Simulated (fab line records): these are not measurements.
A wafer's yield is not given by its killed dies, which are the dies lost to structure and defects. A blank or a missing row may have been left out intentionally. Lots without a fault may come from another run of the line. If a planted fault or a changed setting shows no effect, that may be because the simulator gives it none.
Matching of chambers ; flow n5_finfet ; 3 sister chambers for N5_PASSIVATION_PECVD_01 on pecvd-03
The step deposits SiNx from SiH4/NH3/N2, target thk 200 nm, time 43.2 s. 6 wafers are shown with their chamber, then 6 later ones without.

## WAFERS WITH THEIR CHAMBER
wafer;chamber;throttle_valve_pct (%);showerhead_plenum_p_Torr (Torr)
L625.3;1;28.4;8.678
L639.4;1;28.6;8.686
L641.5;0;30.4;8.611
L642.2;2;27.6;8.664
L642.3;0;30.2;8.614
L642.4;2;27.6;8.679

## WAFERS WHOSE CHAMBER IS MISSING
wafer;throttle_valve_pct (%);showerhead_plenum_p_Torr (Torr)
L645.2;27.6;8.693
L645.4;30.5;8.606
L645.5;27.7;8.656
L644.3;27.9;8.684
L644.4;30.5;8.610
L644.5;27.4;8.667

## WHICH CHAMBER EACH WENT THROUGH
wafer;from the rows above;in truth
L645.2;2;2
L645.4;0;0
L645.5;2;2
L644.3;2;2
L644.4;0;0
L644.5;2;2
Correctly placed: 6 of 6. From these rows, 0 cannot be placed. Number placed wrongly: 0.
How it was worked out, from the rows above alone: a wafer's distance from a chamber is the root of the sum, over the readings, of the square of ((its reading less the chamber's mean) divided by the reading's scatter). The wafer belongs to the nearest chamber; if the next one is less than 2 further off, it can't be placed. A chamber's mean is the mean of its shown wafers. How the scatter is found: for the shown wafers, subtract from each reading the mean of its chamber, square and add these, divide the total by (wafers less chambers), then take the root.
